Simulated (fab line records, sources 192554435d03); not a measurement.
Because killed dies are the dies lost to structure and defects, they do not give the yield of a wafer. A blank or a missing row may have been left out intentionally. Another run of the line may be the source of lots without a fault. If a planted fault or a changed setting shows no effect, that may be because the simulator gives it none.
fab line records ; flow n5-finfet
record: lots: 7; wafers: 39
route steps=1938 shown BEOL_M10@1512 BEOL_M13@1705
start-h: start of the lot's first displayed wafer, in hours after the record's first day ; wait-h: hours from the lot's prior step to this one ; " identical to the entry in the row above ; L1.1+2: a single row standing in for several wafers ; - either no value or no given start ; * or withheld: withheld ; < > ~ a bound
route shown NAME@n: names a module that has steps shown in the file, with the first one's number in the route ; usual: mean and standard deviation over wafers with no fault ; same: alike in all rows ; chamber/n: place in a boat ; sites: the reading at each site ; _std_site: standard deviation across them ; _edge_site: mean of outer sites minus mean of inner sites ; radius-mm: for every site, how far away it sits from the centre of the wafer ; mask NAME#n: copy n ; behind: tool/chamber where the wafer was last shaped ; hold: what put the lot on hold/how long, in hours/how the hold closed ; device: the transistor (n, p or np) that didn't switch ; end of line: at the end of the route, the tests of the same wafers ; a step without rows: its recipe alone ; killed: count of dies lost to structure and defects at first sort (not the wafer's yield) ; map: a wafer's dies, marking killed ones x, the rest . and places with no die _
set.NAME: setting as actually run; set.NAME@STEP: the setting as run at that earlier step ; model.NAME: the simulator's own value behind a step, which no gauge read
lots whose settings were changed on purpose; a table a step, a row a wafer
== steps ==
step: N5_BEOL_M10_TRENCH_ETCH_37
recipe: chemistry: C4F6/O2; target-depth-a: 1488.3; target: SiCOH_lowk; time-s: 48; ion-energy-ev: 250; pressure-mtorr: 30; source-w: 345; bias-w: 185; Ar_flow_sccm: 300; C4F6_flow_sccm: 10; O2_flow_sccm: 10
lot.wafer;tool;chamber;start-h;wait-h;set.target-depth-a;model.etch.depth-nm;model.BEOL_M10.feature-depth-nm;model.TiN_of_BEOL_M10_HM_DEP_02.thk-nm
L075.1;rie-diel-01;3;-;-;1918;184.4;184.4;15
L075.2;rie-diel-01;0;-;-;1488.3;143.7;143.6;16.4
L075.3;rie-diel-01;2;-;-;1488.3;150;150;15.8
L075.4;rie-diel-01;1;-;-;1488.3;146.3;146.4;15.8
L075.5;rie-diel-01;0;-;-;1918;185.5;185.4;15.2
L075.6;rie-diel-01;3;-;-;1918;185.8;185.8;14.8
L078.1;rie-diel-05;1;-;-;1488.3;141.7;141.6;16.4
L078.2;rie-diel-05;3;-;-;2025;201.4;201.4;14.4
L078.3;rie-diel-05;0;-;-;2025;190.3;190.2;15.2
L078.4;rie-diel-05;0;-;-;1488.3;141.6;141.6;16
L078.5;rie-diel-05;1;-;-;2025;195;195;14.8
L078.6;rie-diel-05;3;-;-;1488.3;148.9;148.8;15.8
L084.3;rie-diel-01;0;-;-;1488.3;145.8;145.8;15.8
L084.4;rie-diel-01;2;-;-;1488.3;151.1;151;16
L084.5;rie-diel-01;0;-;-;1488.3;144.5;144.4;16.2
L085.1;rie-diel-03;3;-;-;1488.3;150;150;15.8
L085.2;rie-diel-03;2;-;-;1488.3;150.3;150.4;16
L085.3;rie-diel-03;1;-;-;1488.3;152.7;152.6;15.8
L085.4;rie-diel-03;0;-;-;2238;220;220;14
L085.5;rie-diel-03;1;-;-;2238;230.1;230.2;13.6
L085.6;rie-diel-03;2;-;-;2238;224.4;224.4;13.6
L086.1;rie-diel-03;3;-;-;834.8;82.56;82.6;17.4
L086.2;rie-diel-03;1;-;-;1488.3;153.6;153.6;15.6
L086.3;rie-diel-03;2;-;-;1488.3;148.5;148.4;15.8
L086.4;rie-diel-03;0;-;-;1488.3;145.1;145;15.8
L086.5;rie-diel-03;0;-;-;834.8;81.46;81.4;17.6
L086.6;rie-diel-03;1;-;-;834.8;85.88;85.8;17.4
L087.1;rie-diel-01;1;-;-;2207;213.8;213.8;14.4
L087.2;rie-diel-01;2;-;-;1488.3;150.2;150.2;16
L087.3;rie-diel-01;3;-;-;2207;213.1;213;14.4
L087.4;rie-diel-01;0;-;-;1488.3;153.8;153.8;15.8
L087.5;rie-diel-01;2;-;-;2207;223.3;223.2;14
L087.6;rie-diel-01;3;-;-;1488.3;143.2;143.2;16.4
L090.1;rie-diel-01;3;-;-;1488.3;143.8;143.8;16.6
L090.2;rie-diel-01;0;-;-;2352;242.4;242.4;14
L090.3;rie-diel-01;2;-;-;1488.3;149.8;149.8;16.2
L090.4;rie-diel-01;3;-;-;2352;228.8;228.8;13.6
L090.5;rie-diel-01;0;-;-;2352;242.1;242;13.6
L090.6;rie-diel-01;2;-;-;1488.3;150.6;150.6;16.4
step: N5_BEOL_M10_ETCH_41
recipe: chemistry: CH3F/O2; target: SiCN; target-depth-a: 426; taper-deg: 2; time-s: 86; ion-energy-ev: 120; mask-material: TiN; pressure-mtorr: 30; source-w: 395; bias-w: 75; Ar_flow_sccm: 150; CH3F_flow_sccm: 30; O2_flow_sccm: 20
step: N5_BEOL_M10_STRIP_77
recipe: chemistry: N2/H2; time-s: 10; power-w: 450; temp-c: 40; pressure-mtorr: 20; rf-frequency-hz: 6e+07; bias-power-w: 7; n2-flow-sccm: 200; h2-flow-sccm: 200
step: N5_BEOL_M10_OCD_MEAS_38
usual: trench-depth-nm: 147/3.5
lot.wafer;tool;chamber;start-h;wait-h;set.target-depth-a@BEOL_M10_TRENCH_ETCH_37;trench-depth-nm
L075.1;ocd-01;-;227.95;-;1918;184
L075.2;ocd-01;-;227.95;-;1488.3;143
L075.3;ocd-01;-;227.95;-;1488.3;150
L075.4;ocd-01;-;227.95;-;1488.3;146
L075.5;ocd-01;-;227.95;-;1918;185
L075.6;ocd-01;-;227.95;-;1918;185
L078.1;ocd-01;-;246.78;-;1488.3;142
L078.2;ocd-01;-;246.78;-;2025;202
L078.3;ocd-01;-;246.78;-;2025;190
L078.4;ocd-01;-;246.78;-;1488.3;142
L078.5;ocd-01;-;246.78;-;2025;195
L078.6;ocd-01;-;246.78;-;1488.3;149
L084.3;ocd-01;-;277.47;-;1488.3;146
L084.4;ocd-01;-;277.47;-;1488.3;151
L084.5;ocd-01;-;277.47;-;1488.3;144
L085.1;ocd-02;-;288.17;-;1488.3;150
L085.2;ocd-02;-;288.17;-;1488.3;151
L085.3;ocd-02;-;288.17;-;1488.3;153
L085.4;ocd-02;-;288.17;-;2238;220
L085.5;ocd-02;-;288.17;-;2238;230
L085.6;ocd-02;-;288.17;-;2238;224
L086.1;ocd-01;-;306.67;-;834.8;82
L086.2;ocd-01;-;306.67;-;1488.3;154
L086.3;ocd-01;-;306.67;-;1488.3;149
L086.4;ocd-01;-;306.67;-;1488.3;145
L086.5;ocd-01;-;306.67;-;834.8;81
L086.6;ocd-01;-;306.67;-;834.8;86
L087.1;ocd-01;-;318.63;-;2207;214
L087.2;ocd-01;-;318.63;-;1488.3;150
L087.3;ocd-01;-;318.63;-;2207;213
L087.4;ocd-01;-;318.63;-;1488.3;154
L087.5;ocd-01;-;318.63;-;2207;223
L087.6;ocd-01;-;318.63;-;1488.3;143
L090.1;ocd-02;-;345.16;-;1488.3;143
L090.2;ocd-02;-;345.16;-;2352;243
L090.3;ocd-02;-;345.16;-;1488.3;149
L090.4;ocd-02;-;345.16;-;2352;229
L090.5;ocd-02;-;345.16;-;2352;242
L090.6;ocd-02;-;345.16;-;1488.3;150
step: N5_BEOL_M10_HM_STRIP_39
recipe: chemistry: peroxide-tin-strip; material: TiN; target-depth-a: 250; temp-c: 50; time-s: 158
step: N5_BEOL_M10_SRD_40
recipe: time-s: 30; temp-c: 23; rinse-liquid: diw; dry: ipa-marangoni
step: N5_BEOL_M10_ECD_50
recipe: material: Cu; target-thk-a: 3180
step: N5_BEOL_M10_ANNEAL_51
recipe: temp-c: 225; time-s: 90; ambient: N2
step: N5_BEOL_M10_CMP_52
recipe: stop-on: SiCOH_lowk; t-overpolish-s: 7; down-force-psi: 1; platen-rpm: 50; clearing-platen-down-force-psi: 1.5; clearing-platen-rpm: 50; post-cmp-clean: cu-alkaline; target-thk-nm: 140; clearing-platen-pad-velocity-m-s: 0.99484; pad-velocity-m-s: 0.99484
lot.wafer;tool;chamber;start-h;wait-h;set.target-depth-a@BEOL_M10_TRENCH_ETCH_37;model.Cu_of_BEOL_M10_ECD_50.thk-nm
L075.1;cmp-01;1;229.97;0.3;1918;174.6
L075.2;cmp-01;2;229.97;0.3;1488.3;134.2
L075.4;cmp-01;3;229.97;0.3;1488.3;136
L075.3;cmp-01;0;229.97;0.3;1488.3;138.6
L075.5;cmp-01;1;229.97;0.3;1918;175
L075.6;cmp-01;2;229.97;0.3;1918;177
L078.2;cmp-02;0;250.55;0.2;2025;188.6
L078.1;cmp-02;1;250.55;0.2;1488.3;129.4
L078.3;cmp-02;2;250.55;0.2;2025;179.6
L078.4;cmp-02;3;250.55;0.2;1488.3;130.8
L078.5;cmp-02;0;250.55;0.2;2025;183.2
L078.6;cmp-02;1;250.55;0.2;1488.3;138.2
L084.4;cmp-03;1;283.22;0.1;1488.3;142.2
L084.3;cmp-03;2;283.22;0.1;1488.3;136.8
L084.5;cmp-03;2;283.22;0.1;1488.3;135.4
L085.2;cmp-03;3;293.06;0.2;1488.3;140
L085.1;cmp-03;0;293.06;0.2;1488.3;142.8
L085.4;cmp-03;1;293.06;0.2;2238;211
L085.3;cmp-03;2;293.06;0.2;1488.3;143
L085.5;cmp-03;3;293.06;0.2;2238;222
L085.6;cmp-03;0;293.06;0.2;2238;216.2
L086.3;cmp-03;0;311.83;0.3;1488.3;141.4
L086.2;cmp-03;1;311.83;0.3;1488.3;145.4
L086.1;cmp-03;2;311.83;0.3;834.8;75.8
L086.4;cmp-03;3;311.83;0.3;1488.3;137.2
L086.5;cmp-03;0;311.83;0.3;834.8;75.4
L086.6;cmp-03;1;311.83;0.3;834.8;78.6
L087.2;cmp-03;3;320.73;0.2;1488.3;141.2
L087.4;cmp-03;0;320.73;0.2;1488.3;146.6
L087.1;cmp-03;1;320.73;0.2;2207;205.4
L087.3;cmp-03;2;320.73;0.2;2207;206.2
L087.5;cmp-03;3;320.73;0.2;2207;214.6
L087.6;cmp-03;0;320.73;0.2;1488.3;136
L090.1;cmp-03;0;346.85;0.3;1488.3;134.8
L090.4;cmp-03;1;346.85;0.3;2352;219.6
L090.2;cmp-03;2;346.85;0.3;2352;232.6
L090.3;cmp-03;3;346.85;0.3;1488.3;139.4
L090.6;cmp-03;0;346.85;0.3;1488.3;142.2
L090.5;cmp-03;1;346.85;0.3;2352;231.8
step: N5_BEOL_M10_THK_MEAS_53
recipe: thk-meas-gauge: xrf; reads: Cu_of_BEOL_M10_ECD_50
usual: M10_THK: 139/3.9
lot.wafer;tool;chamber;start-h;wait-h;set.target-depth-a@BEOL_M10_TRENCH_ETCH_37;M10_THK[nm]
L075.1;film-metro-01;-;230.27;-;1918;174
L075.2;film-metro-01;-;230.27;-;1488.3;133
L075.3;film-metro-01;-;230.27;-;1488.3;137
L075.4;film-metro-01;-;230.27;-;1488.3;135
L075.5;film-metro-01;-;230.27;-;1918;175
L075.6;film-metro-01;-;230.27;-;1918;177
L078.1;film-metro-02;-;250.85;-;1488.3;130
L078.2;film-metro-02;-;250.85;-;2025;190
L078.3;film-metro-02;-;250.85;-;2025;180
L078.4;film-metro-02;-;250.85;-;1488.3;131
L078.5;film-metro-02;-;250.85;-;2025;185
L078.6;film-metro-02;-;250.85;-;1488.3;139
L084.3;film-metro-02;-;283.51;-;1488.3;137
L084.4;film-metro-02;-;283.51;-;1488.3;142
L084.5;film-metro-02;-;283.51;-;1488.3;136
L085.1;film-metro-02;-;293.35;-;1488.3;141
L085.2;film-metro-02;-;293.35;-;1488.3;139
L085.3;film-metro-02;-;293.35;-;1488.3;141
L085.4;film-metro-02;-;293.35;-;2238;209
L085.5;film-metro-02;-;293.35;-;2238;220
L085.6;film-metro-02;-;293.35;-;2238;214
L086.1;film-metro-01;-;312.12;-;834.8;75
L086.2;film-metro-01;-;312.12;-;1488.3;144
L086.3;film-metro-01;-;312.12;-;1488.3;140
L086.4;film-metro-01;-;312.12;-;1488.3;136
L086.5;film-metro-01;-;312.12;-;834.8;74
L086.6;film-metro-01;-;312.12;-;834.8;78
L087.1;film-metro-01;-;321.03;-;2207;203
L087.2;film-metro-01;-;321.03;-;1488.3;140
L087.3;film-metro-01;-;321.03;-;2207;205
L087.4;film-metro-01;-;321.03;-;1488.3;146
L087.5;film-metro-01;-;321.03;-;2207;213
L087.6;film-metro-01;-;321.03;-;1488.3;136
L090.1;film-metro-01;-;347.15;-;1488.3;135
L090.2;film-metro-01;-;347.15;-;2352;233
L090.3;film-metro-01;-;347.15;-;1488.3;140
L090.4;film-metro-01;-;347.15;-;2352;220
L090.5;film-metro-01;-;347.15;-;2352;233
L090.6;film-metro-01;-;347.15;-;1488.3;142
step: N5_BEOL_M10_PRE_CLEAN_55
recipe: gas: NH3; time-s: 15; temp-c: withheld; rf-power-w: 300
step: N5_BEOL_M10_DEP_56
recipe: material: SiCN; target-thk-a: 150; temp-c: withheld; precursor: 3MS/NH3; pressure-torr: 3; rf-w: 202; time-s: 26.5
step: N5_BEOL_M10_RS_MEAS_57
recipe: thk-meas-gauge: four-point-probe; reads: Cu_of_BEOL_M10_ECD_50+Co_of_BEOL_M10_CVD_75+TaN_of_BEOL_M10_ALD_74
usual: M10_RS: 0.153/0.0048
lot.wafer;tool;chamber;start-h;wait-h;set.target-depth-a@BEOL_M10_TRENCH_ETCH_37;M10_RS[ohm/sq]
L075.1;film-metro-01;-;230.40;0.1;1918;0.119
L075.2;film-metro-01;-;230.40;0.1;1488.3;0.158
L075.3;film-metro-01;-;230.40;0.1;1488.3;0.153
L075.4;film-metro-01;-;230.40;0.1;1488.3;0.156
L075.5;film-metro-01;-;230.40;0.1;1918;0.118
L075.6;film-metro-01;-;230.40;0.1;1918;0.117
L078.1;film-metro-01;-;250.98;0.1;1488.3;0.165
L078.2;film-metro-01;-;250.98;0.1;2025;0.109
L078.3;film-metro-01;-;250.98;0.1;2025;0.115
L078.4;film-metro-01;-;250.98;0.1;1488.3;0.163
L078.5;film-metro-01;-;250.98;0.1;2025;0.113
L078.6;film-metro-01;-;250.98;0.1;1488.3;0.153
L084.3;film-metro-01;-;283.65;0.1;1488.3;0.155
L084.4;film-metro-01;-;283.65;0.1;1488.3;0.149
L084.5;film-metro-01;-;283.65;0.1;1488.3;0.157
L085.1;film-metro-02;-;293.49;0.1;1488.3;0.148
L085.2;film-metro-02;-;293.49;0.1;1488.3;0.151
L085.3;film-metro-02;-;293.49;0.1;1488.3;0.148
L085.4;film-metro-02;-;293.49;0.1;2238;0.097
L085.5;film-metro-02;-;293.49;0.1;2238;0.092
L085.6;film-metro-02;-;293.49;0.1;2238;0.094
L086.1;film-metro-02;-;312.26;0.1;834.8;0.305
L086.2;film-metro-02;-;312.26;0.1;1488.3;0.145
L086.3;film-metro-02;-;312.26;0.1;1488.3;0.149
L086.4;film-metro-02;-;312.26;0.1;1488.3;0.154
L086.5;film-metro-02;-;312.26;0.1;834.8;0.306
L086.6;film-metro-02;-;312.26;0.1;834.8;0.292
L087.1;film-metro-02;-;321.16;0.1;2207;0.100
L087.2;film-metro-02;-;321.16;0.1;1488.3;0.149
L087.3;film-metro-02;-;321.16;0.1;2207;0.099
L087.4;film-metro-02;-;321.16;0.1;1488.3;0.143
L087.5;film-metro-02;-;321.16;0.1;2207;0.095
L087.6;film-metro-02;-;321.16;0.1;1488.3;0.156
L090.1;film-metro-01;-;347.28;0.1;1488.3;0.157
L090.2;film-metro-01;-;347.28;0.1;2352;0.087
L090.3;film-metro-01;-;347.28;0.1;1488.3;0.152
L090.4;film-metro-01;-;347.28;0.1;2352;0.093
L090.5;film-metro-01;-;347.28;0.1;2352;0.088
L090.6;film-metro-01;-;347.28;0.1;1488.3;0.149
step: N5_BEOL_M13_SPUTTER_43
recipe: material: TaN; target-thk-a: 150; temp-c: 50; bias-v: 168.6; power-w: 15000; chamber-pressure-pa: 0.12; time-s: 24.19
lot.wafer;tool;chamber;start-h;wait-h;set.time-s;model.TaN_of_BEOL_M13_SPUTTER_43.thk-nm
L075.1;pvd-sputter-03;-;250.82;0.0;37.54;23.4
L075.2;pvd-sputter-03;-;250.82;0.0;37.54;22.6
L075.3;pvd-sputter-03;-;250.82;0.0;24.19;15.2
L075.4+6;pvd-sputter-03;-;250.82;0.0;24.19;15
L075.5;pvd-sputter-03;-;250.82;0.0;37.54;23.2
L078.1+2+6;pvd-sputter-03;-;274.14;0.0;24.19;15
L078.3;pvd-sputter-03;-;274.14;0.0;11.27;6.4
L078.4;pvd-sputter-03;-;274.14;0.0;11.27;7.2
L078.5;pvd-sputter-03;-;274.14;0.0;11.27;6.6
L084.3+5;pvd-sputter-03;-;307.62;0.0;24.19;15.6
L084.4;pvd-sputter-03;-;307.62;0.0;24.19;15.4
L085.1+3;pvd-sputter-02;-;319.06;0.0;24.19;15.2
L085.2+6;pvd-sputter-02;-;319.06;0.0;19.89;12.4
L085.4;pvd-sputter-02;-;319.06;0.0;24.19;15
L085.5;pvd-sputter-02;-;319.06;0.0;19.89;12.6
L086.1+4+5;pvd-sputter-02;-;337.00;0.0;24.19;15
L086.2;pvd-sputter-02;-;337.00;0.0;34.47;21.4
L086.3+6;pvd-sputter-02;-;337.00;0.0;34.47;21.2
L087.1;pvd-sputter-03;-;337.10;0.0;38.1;23.6
L087.2;pvd-sputter-03;-;337.10;0.0;38.1;24
L087.3;pvd-sputter-03;-;337.10;0.0;24.19;15.6
L087.4;pvd-sputter-03;-;337.10;0.0;24.19;15.2
L087.5;pvd-sputter-03;-;337.10;0.0;24.19;15.4
L087.6;pvd-sputter-03;-;337.10;0.0;38.1;24.2
L090.1;pvd-sputter-01;-;366.83;0.0;12.23;7.4
L090.2+3;pvd-sputter-01;-;366.83;0.0;12.23;7.6
L090.4+6;pvd-sputter-01;-;366.83;0.0;24.19;14.8
L090.5;pvd-sputter-01;-;366.83;0.0;24.19;15.2
step: N5_BEOL_M13_SPUTTER_44
recipe: material: Ta; target-thk-a: 100; temp-c: 50; bias-v: 80; power-w: 15000; chamber-pressure-pa: 0.07; time-s: 16.13
step: N5_BEOL_M13_SPUTTER_45
recipe: material: Cu; target-thk-a: 800; temp-c: -20; bias-v: 60; power-w: 26000; chamber-pressure-pa: 0.13; time-s: 13.33
step: N5_BEOL_M13_ECD_47
recipe: material: Cu; target-thk-a: 9360
step: N5_BEOL_M13_ANNEAL_48
recipe: temp-c: 225; time-s: 90; ambient: N2
step: N5_BEOL_M13_CMP_49
recipe: stop-on: SiOC; t-overpolish-s: 17.1; down-force-psi: 1; platen-rpm: 50; clearing-platen-down-force-psi: 1.5; clearing-platen-rpm: 50; post-cmp-clean: cu-alkaline; target-thk-nm: 420; clearing-platen-pad-velocity-m-s: 0.99484; pad-velocity-m-s: 0.99484
usual: barrier-field-endpoint-s: 30.0/0.94
lot.wafer;tool;chamber;start-h;wait-h;set.time-s@BEOL_M13_SPUTTER_43;barrier-field-endpoint-s
L075.3;cmp-02;0;251.56;0.2;24.19;28.8
L075.1;cmp-02;1;251.56;0.2;37.54;39.7
L075.4;cmp-02;2;251.56;0.2;24.19;31.3
L075.2;cmp-02;3;251.56;0.2;37.54;39.0
L075.6;cmp-02;0;251.56;0.2;24.19;28.9
L075.5;cmp-02;1;251.56;0.2;37.54;39.8
L078.2;cmp-01;3;279.56;0.2;24.19;30.0
L078.1;cmp-01;0;279.56;0.2;24.19;29.1
L078.4;cmp-01;1;279.56;0.2;11.27;20.5
L078.3;cmp-01;2;279.56;0.2;11.27;20.2
L078.5;cmp-01;3;279.56;0.2;11.27;19.6
L078.6;cmp-01;0;279.56;0.2;24.19;28.9
L084.3;cmp-01;2;312.06;0.8;24.19;30.3
L084.4;cmp-01;0;312.06;0.8;24.19;28.5
L084.5;cmp-01;2;312.06;0.8;24.19;30.0
L085.2;cmp-04;1;320.03;0.4;19.89;26.2
L085.4;cmp-04;2;320.03;0.4;24.19;30.8
L085.3;cmp-04;3;320.03;0.4;24.19;31.4
L085.1;cmp-04;0;320.03;0.4;24.19;31.4
L085.6;cmp-04;1;320.03;0.4;19.89;25.9
L085.5;cmp-04;2;320.03;0.4;19.89;27.9
L086.2;cmp-01;0;337.74;0.2;34.47;36.1
L086.1;cmp-01;1;337.74;0.2;24.19;29.4
L086.4;cmp-01;2;337.74;0.2;24.19;30.5
L086.3;cmp-01;3;337.74;0.2;34.47;38.2
L086.5;cmp-01;0;337.74;0.2;24.19;29.4
L086.6;cmp-01;1;337.74;0.2;34.47;37.4
L087.4;cmp-02;0;337.84;0.1;24.19;28.6
L087.3;cmp-02;1;337.84;0.1;24.19;29.9
L087.1;cmp-02;2;337.84;0.1;38.1;39.8
L087.2;cmp-02;3;337.84;0.1;38.1;39.8
L087.5;cmp-02;0;337.84;0.1;24.19;29.0
L087.6;cmp-02;1;337.84;0.1;38.1;39.2
L090.2;cmp-04;2;367.63;0.2;12.23;21.4
L090.4;cmp-04;3;367.63;0.2;24.19;30.9
L090.3;cmp-04;0;367.63;0.2;12.23;22.6
L090.1;cmp-04;1;367.63;0.2;12.23;20.1
L090.5;cmp-04;2;367.63;0.2;24.19;30.9
L090.6;cmp-04;3;367.63;0.2;24.19;31.5
== key ==
split: step: N5_BEOL_M10_TRENCH_ETCH_37; setting: target-depth-a; stated: 1488.3; by: wafer
response: step: N5_BEOL_M10_TRENCH_ETCH_37; reading: model.etch.depth-nm; change: +1.47; per: 1%; r: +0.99
response: step: N5_BEOL_M10_TRENCH_ETCH_37; reading: model.BEOL_M10.feature-depth-nm; change: +1.47; per: 1%; r: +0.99
response: step: N5_BEOL_M10_TRENCH_ETCH_37; reading: model.TiN_of_BEOL_M10_HM_DEP_02.thk-nm; change: -0.0406; per: 1%; r: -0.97
response: step: N5_BEOL_M10_OCD_MEAS_38; reading: trench-depth-nm; change: +1.47; per: 1%; r: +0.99
response: step: N5_BEOL_M10_CMP_52; reading: model.Cu_of_BEOL_M10_ECD_50.thk-nm; change: +1.46; per: 1%; r: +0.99
response: step: N5_BEOL_M10_THK_MEAS_53; reading: M10_THK; change: +1.46; per: 1%; r: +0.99
response: step: N5_BEOL_M10_RS_MEAS_57; reading: M10_RS; shape: bent; at-lowest: 0.301; at-stated: 0.153; at-highest: 0.089
split: step: N5_BEOL_M13_SPUTTER_43; setting: time-s; stated: 24.19; by: wafer
response: step: N5_BEOL_M13_SPUTTER_43; reading: model.TaN_of_BEOL_M13_SPUTTER_43.thk-nm; change: +0.149; per: 1%; r: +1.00
response: step: N5_BEOL_M13_CMP_49; reading: barrier-field-endpoint-s; change: +0.183; per: 1%; r: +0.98
